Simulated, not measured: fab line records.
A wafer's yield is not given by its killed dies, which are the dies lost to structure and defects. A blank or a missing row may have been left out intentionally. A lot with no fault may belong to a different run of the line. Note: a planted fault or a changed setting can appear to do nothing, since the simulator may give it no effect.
Split-lot trial || flow n5_finfet || 39 wafers read across 7 lots, on a route 1938 steps long

SPLIT DETAILS
At N5_FIN_SAQP_MANDREL_ETCH_22 (etches a-Si in HBr/Cl2, stops on SiNx, target depth 60 nm, bt time 10 s, time 30 s), the setting target_depth_a was moved away from the recipe's 600 angstrom on 12 of the 39 wafers read, by -12.4% to +5.8%. For the rest of the wafers, this setting stayed at what the recipe calls for.

The reading is taken at the split's own step.

THE READING
SOC_of_FIN_SAQP_COAT_49.thk_nm (the simulator's own value, which no gauge read), in nm, at N5_FIN_SAQP_MANDREL_ETCH_22 (etches a-Si in HBr/Cl2, stops on SiNx, target depth 60 nm, bt time 10 s, time 30 s). No usual value for it is given in the file. Average 76.13 nm, standard deviation 0.34 nm, over the 27 wafers here run with the recipe.

{"wafer": "L079.1", "tool, chamber at the split": "rie_si-06, 0", "target_depth_a as run, angstrom": 600, "against the recipe": "recipe", "SOC_of_FIN_SAQP_COAT_49.thk_nm, nm": 75.71, "against lot-mates on the recipe": "-"}
{"wafer": "L079.2", "tool, chamber at the split": "rie_si-06, 2", "target_depth_a as run, angstrom": 600, "against the recipe": "recipe", "SOC_of_FIN_SAQP_COAT_49.thk_nm, nm": 76.16, "against lot-mates on the recipe": "-"}
{"wafer": "L079.3", "tool, chamber at the split": "rie_si-06, 3", "target_depth_a as run, angstrom": 525.9, "against the recipe": "-12.4%", "SOC_of_FIN_SAQP_COAT_49.thk_nm, nm": 78.77, "against lot-mates on the recipe": "+2.67"}
{"wafer": "L079.4", "tool, chamber at the split": "rie_si-06, 1", "target_depth_a as run, angstrom": 600, "against the recipe": "recipe", "SOC_of_FIN_SAQP_COAT_49.thk_nm, nm": 76.42, "against lot-mates on the recipe": "-"}
{"wafer": "L079.5", "tool, chamber at the split": "rie_si-06, 1", "target_depth_a as run, angstrom": 525.9, "against the recipe": "-12.4%", "SOC_of_FIN_SAQP_COAT_49.thk_nm, nm": 78.89, "against lot-mates on the recipe": "+2.79"}
{"wafer": "L079.6", "tool, chamber at the split": "rie_si-06, 0", "target_depth_a as run, angstrom": 525.9, "against the recipe": "-12.4%", "SOC_of_FIN_SAQP_COAT_49.thk_nm, nm": 78.96, "against lot-mates on the recipe": "+2.86"}
{"wafer": "L081.3", "tool, chamber at the split": "rie_si-01, 2", "target_depth_a as run, angstrom": 600, "against the recipe": "recipe", "SOC_of_FIN_SAQP_COAT_49.thk_nm, nm": 76.6, "against lot-mates on the recipe": "-"}
{"wafer": "L081.5", "tool, chamber at the split": "rie_si-01, 0", "target_depth_a as run, angstrom": 600, "against the recipe": "recipe", "SOC_of_FIN_SAQP_COAT_49.thk_nm, nm": 75.9, "against lot-mates on the recipe": "-"}
{"wafer": "L081.6", "tool, chamber at the split": "rie_si-01, 3", "target_depth_a as run, angstrom": 600, "against the recipe": "recipe", "SOC_of_FIN_SAQP_COAT_49.thk_nm, nm": 75.88, "against lot-mates on the recipe": "-"}
{"wafer": "L086.1", "tool, chamber at the split": "rie_si-01, 0", "target_depth_a as run, angstrom": 600, "against the recipe": "recipe", "SOC_of_FIN_SAQP_COAT_49.thk_nm, nm": 76.07, "against lot-mates on the recipe": "-"}
{"wafer": "L086.2", "tool, chamber at the split": "rie_si-01, 3", "target_depth_a as run, angstrom": 577.9, "against the recipe": "-3.7%", "SOC_of_FIN_SAQP_COAT_49.thk_nm, nm": 76.95, "against lot-mates on the recipe": "+0.87"}
{"wafer": "L086.3", "tool, chamber at the split": "rie_si-01, 1", "target_depth_a as run, angstrom": 577.9, "against the recipe": "-3.7%", "SOC_of_FIN_SAQP_COAT_49.thk_nm, nm": 77.7, "against lot-mates on the recipe": "+1.62"}
{"wafer": "L086.4", "tool, chamber at the split": "rie_si-01, 2", "target_depth_a as run, angstrom": 577.9, "against the recipe": "-3.7%", "SOC_of_FIN_SAQP_COAT_49.thk_nm, nm": 77.79, "against lot-mates on the recipe": "+1.71"}
{"wafer": "L086.5", "tool, chamber at the split": "rie_si-01, 0", "target_depth_a as run, angstrom": 600, "against the recipe": "recipe", "SOC_of_FIN_SAQP_COAT_49.thk_nm, nm": 75.94, "against lot-mates on the recipe": "-"}
{"wafer": "L086.6", "tool, chamber at the split": "rie_si-01, 3", "target_depth_a as run, angstrom": 600, "against the recipe": "recipe", "SOC_of_FIN_SAQP_COAT_49.thk_nm, nm": 76.23, "against lot-mates on the recipe": "-"}
{"wafer": "L090.1", "tool, chamber at the split": "rie_si-06, 2", "target_depth_a as run, angstrom": 634.8, "against the recipe": "+5.8%", "SOC_of_FIN_SAQP_COAT_49.thk_nm, nm": 75.16, "against lot-mates on the recipe": -1.06}
{"wafer": "L090.2", "tool, chamber at the split": "rie_si-06, 0", "target_depth_a as run, angstrom": 600, "against the recipe": "recipe", "SOC_of_FIN_SAQP_COAT_49.thk_nm, nm": 75.81, "against lot-mates on the recipe": "-"}
{"wafer": "L090.3", "tool, chamber at the split": "rie_si-06, 3", "target_depth_a as run, angstrom": 634.8, "against the recipe": "+5.8%", "SOC_of_FIN_SAQP_COAT_49.thk_nm, nm": 74.05, "against lot-mates on the recipe": -2.17}
{"wafer": "L090.4", "tool, chamber at the split": "rie_si-06, 1", "target_depth_a as run, angstrom": 600, "against the recipe": "recipe", "SOC_of_FIN_SAQP_COAT_49.thk_nm, nm": 76.29, "against lot-mates on the recipe": "-"}
{"wafer": "L090.5", "tool, chamber at the split": "rie_si-06, 2", "target_depth_a as run, angstrom": 600, "against the recipe": "recipe", "SOC_of_FIN_SAQP_COAT_49.thk_nm, nm": 76.55, "against lot-mates on the recipe": "-"}
{"wafer": "L090.6", "tool, chamber at the split": "rie_si-06, 3", "target_depth_a as run, angstrom": 634.8, "against the recipe": "+5.8%", "SOC_of_FIN_SAQP_COAT_49.thk_nm, nm": 74.01, "against lot-mates on the recipe": -2.21}
{"wafer": "L095.1", "tool, chamber at the split": "rie_si-06, 0", "target_depth_a as run, angstrom": 600, "against the recipe": "recipe", "SOC_of_FIN_SAQP_COAT_49.thk_nm, nm": 75.79, "against lot-mates on the recipe": "-"}
{"wafer": "L095.2", "tool, chamber at the split": "rie_si-06, 3", "target_depth_a as run, angstrom": 600, "against the recipe": "recipe", "SOC_of_FIN_SAQP_COAT_49.thk_nm, nm": 75.92, "against lot-mates on the recipe": "-"}
{"wafer": "L095.3", "tool, chamber at the split": "rie_si-06, 1", "target_depth_a as run, angstrom": 600, "against the recipe": "recipe", "SOC_of_FIN_SAQP_COAT_49.thk_nm, nm": 76.5, "against lot-mates on the recipe": "-"}
{"wafer": "L095.4", "tool, chamber at the split": "rie_si-06, 2", "target_depth_a as run, angstrom": 600, "against the recipe": "recipe", "SOC_of_FIN_SAQP_COAT_49.thk_nm, nm": 76.61, "against lot-mates on the recipe": "-"}
{"wafer": "L095.5", "tool, chamber at the split": "rie_si-06, 2", "target_depth_a as run, angstrom": 600, "against the recipe": "recipe", "SOC_of_FIN_SAQP_COAT_49.thk_nm, nm": 76.53, "against lot-mates on the recipe": "-"}
{"wafer": "L095.6", "tool, chamber at the split": "rie_si-06, 3", "target_depth_a as run, angstrom": 600, "against the recipe": "recipe", "SOC_of_FIN_SAQP_COAT_49.thk_nm, nm": 75.81, "against lot-mates on the recipe": "-"}
{"wafer": "L096.1", "tool, chamber at the split": "rie_si-02, 0", "target_depth_a as run, angstrom": 600, "against the recipe": "recipe", "SOC_of_FIN_SAQP_COAT_49.thk_nm, nm": 76.45, "against lot-mates on the recipe": "-"}
{"wafer": "L096.2", "tool, chamber at the split": "rie_si-02, 2", "target_depth_a as run, angstrom": 600, "against the recipe": "recipe", "SOC_of_FIN_SAQP_COAT_49.thk_nm, nm": 75.42, "against lot-mates on the recipe": "-"}
{"wafer": "L096.3", "tool, chamber at the split": "rie_si-02, 1", "target_depth_a as run, angstrom": 600, "against the recipe": "recipe", "SOC_of_FIN_SAQP_COAT_49.thk_nm, nm": 76.39, "against lot-mates on the recipe": "-"}
{"wafer": "L096.4", "tool, chamber at the split": "rie_si-02, 3", "target_depth_a as run, angstrom": 600, "against the recipe": "recipe", "SOC_of_FIN_SAQP_COAT_49.thk_nm, nm": 76.35, "against lot-mates on the recipe": "-"}
{"wafer": "L096.5", "tool, chamber at the split": "rie_si-02, 0", "target_depth_a as run, angstrom": 600, "against the recipe": "recipe", "SOC_of_FIN_SAQP_COAT_49.thk_nm, nm": 76.55, "against lot-mates on the recipe": "-"}
{"wafer": "L096.6", "tool, chamber at the split": "rie_si-02, 1", "target_depth_a as run, angstrom": 600, "against the recipe": "recipe", "SOC_of_FIN_SAQP_COAT_49.thk_nm, nm": 76.14, "against lot-mates on the recipe": "-"}
{"wafer": "L097.1", "tool, chamber at the split": "rie_si-06, 1", "target_depth_a as run, angstrom": 600, "against the recipe": "recipe", "SOC_of_FIN_SAQP_COAT_49.thk_nm, nm": 75.79, "against lot-mates on the recipe": "-"}
{"wafer": "L097.2", "tool, chamber at the split": "rie_si-06, 2", "target_depth_a as run, angstrom": 527, "against the recipe": "-12.2%", "SOC_of_FIN_SAQP_COAT_49.thk_nm, nm": 79.21, "against lot-mates on the recipe": "+3.41"}
{"wafer": "L097.3", "tool, chamber at the split": "rie_si-06, 0", "target_depth_a as run, angstrom": 527, "against the recipe": "-12.2%", "SOC_of_FIN_SAQP_COAT_49.thk_nm, nm": 78.66, "against lot-mates on the recipe": "+2.86"}
{"wafer": "L097.4", "tool, chamber at the split": "rie_si-06, 3", "target_depth_a as run, angstrom": 527, "against the recipe": "-12.2%", "SOC_of_FIN_SAQP_COAT_49.thk_nm, nm": 78.33, "against lot-mates on the recipe": "+2.53"}
{"wafer": "L097.5", "tool, chamber at the split": "rie_si-06, 2", "target_depth_a as run, angstrom": 600, "against the recipe": "recipe", "SOC_of_FIN_SAQP_COAT_49.thk_nm, nm": 75.98, "against lot-mates on the recipe": "-"}
{"wafer": "L097.6", "tool, chamber at the split": "rie_si-06, 3", "target_depth_a as run, angstrom": 600, "against the recipe": "recipe", "SOC_of_FIN_SAQP_COAT_49.thk_nm, nm": 75.62, "against lot-mates on the recipe": "-"}

THE FIT
A straight line over all 39 wafers: SOC_of_FIN_SAQP_COAT_49.thk_nm changes by -0.233 nm for each +1% of target_depth_a; r = -0.94; the points scatter about the line by 0.4 nm.
The same after taking each lot's own level away (the mean of its wafers on the recipe; 39 wafers): -0.248 nm for each +1%; r = -0.95; scatter 0.39 nm.
The reading moves by 3.1 nm for the largest change in target_depth_a, on that fit.
The span of the lots' own levels, 75.797 to 76.217 nm, comes to 1.3 times the standard deviation stated above.
Hence the lot-to-lot level has little effect on the slope; both slopes agree.
Check: +3.1 nm against its lot-mates is what the line predicts for one of the wafers moved furthest among these (-12.4%) when that wafer is left out of the fit. It came out at +2.67 nm against them.

FURTHER SPLITS ON THESE WAFERS
These wafers also went through other splits before the reading. Each is held against what the fit with the lots' levels taken away leaves over:
{"other split on the same wafers": "N5_ZERO_LAYER_PECVD_02 target_thk_a", "wafers away from the commonest value": 18, "r with SOC_of_FIN_SAQP_COAT_49.thk_nm (lot level and that fit taken away)": "+0.02"}

THE FILE'S OWN FIT
SOC_of_FIN_SAQP_COAT_49.thk_nm changes by -0.246 nm for each +1% of target_depth_a, r = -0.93.
